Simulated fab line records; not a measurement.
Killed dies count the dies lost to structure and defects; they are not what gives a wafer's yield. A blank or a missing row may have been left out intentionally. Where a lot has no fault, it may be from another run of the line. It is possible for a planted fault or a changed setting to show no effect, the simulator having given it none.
Struck lot and sound lot, side by side || flow n5-finfet || 15 steps out of a route of 1938
Sound: the wafers L747.2, L747.4, L747.5. Wafers struck: L750.3, L750.4, L750.5. At the end, the cause is stated.
Per side, at each step with rows, come the tool, then ch with its chambers, and then its first start. Under that, the readings that differ: sound wafers || struck wafers || difference of the means || sigmas: that difference in standard deviations of wafers without a fault.
alike: a reading whose means differ by less than 2 such deviations, as well as words and numbers matching on both sides. not compared: withheld readings; readings where some wafer has no value; bounds like >300 that might hide an equal value; numbers whose values overlap and for which the record gives no deviation.
Wherever a step has rows on one side only, a row that says differs or no value, or a row with sigmas, the two part there. Numbers that don't overlap but have no deviation are shown without sigmas and don't part them. A reading that every wafer of one side lacks parts them only if that side has two wafers or more.

first, 11 steps without rows for these wafers: N5_BEOL_M0_SAQP_RECESS_114 (chemistry HF/NH3, target SiO2, target depth 14.4 nm, afs cycles 3, sublimation time 60 s); N5_BEOL_M0_SAQP_SPACER1_ALD_98 (deposits SiO2, target thk 12.8 nm, pulse time 1 s, purge time 2 s); N5_BEOL_M0_SAQP_SPACER1_ETCHBACK_99 (etches SiO2 in CHF3/O2, target depth 15.4 nm, time 7.7 s); N5_BEOL_M0_SAQP_MANDREL1_REMOVE_100 (chemistry HBr/Cl2/O2, target a-Si, stops on SiNx, bt time 10 s); N5_BEOL_M0_SAQP_ETCH_101 (etches SiNx in CH3F/O2, target depth 29.9 nm, time 42.7 s); N5_BEOL_M0_SAQP_ETCH_102 (etches SiO2 in CF4, target depth 4 nm, time 4.4 s); N5_BEOL_M0_SAQP_MANDREL_ETCH_103 (etches a-Si in HBr/Cl2, stops on SiCN, target depth 45 nm, bt time 10 s, time 27 s); N5_BEOL_M0_SAQP_RECESS_104 (chemistry HF/NH3, target SiO2, target depth 18 nm, afs cycles 3, sublimation time 60 s); N5_BEOL_M0_SAQP_COAT_105 (time 60 s, resist thk 100 nm); N5_BEOL_M0_SAQP_ETCH_106 (etches SOC in N2/H2, stops on SiNx, target depth 150 nm); N5_BEOL_M0_SAQP_ETCH_107 (etches SiNx in CH3F/O2, target depth 30 nm).
N5_BEOL_M0_SAQP_STRIP_108: strips in N2/H2.
  sound on rie-diel-03 ch 1,2,3, day 6 19:39; struck on rie-diel-04 ch 0,1,3, day 7 18:50
  no value came back on the struck wafers for any of 8 readings (bias-power-w (W), chamber-pressure-mTorr (mTorr) and others); on the sound wafers bias-power-w (W) reads 28.00 28.00 27.90
{"reading": "model.SOC_of_BEOL_M0_SAQP_COAT_105.thk-nm (nm)", "sound": "0 0 0", "struck": "14.2 12.8 13.4", "difference": "+13.5", "sigmas": ""}
  not compared: rf-hours-counter-h
then, 1 step without rows for these wafers: N5_BEOL_M0_SAQP_RECESS_109 (chemistry HF/NH3, target SiO2, target depth 3 nm, afs cycles 1, sublimation time 60 s).
N5_BEOL_M4_RC_MEAS_101:
  the record has rows for the sound wafers here (prober-01 ch 0, day 10 22:37) and none for the struck ones
-- the record jumps here: 8 days lie between the struck wafers' starts before and after (it left off in module BEOL_M4 and takes up again in module PASSIVATION, whose first step shown is number 1936 of the route) --
N5_PASSIVATION_PROBE_49:
  record: rows for the struck wafers here (prober-01, day 15 13:27), none for the sound ones

WHERE THEY PART
Earliest at N5_BEOL_M0_SAQP_STRIP_108; latest, in this record, at N5_PASSIVATION_PROBE_49.

WHY: the cause the simulator had injected
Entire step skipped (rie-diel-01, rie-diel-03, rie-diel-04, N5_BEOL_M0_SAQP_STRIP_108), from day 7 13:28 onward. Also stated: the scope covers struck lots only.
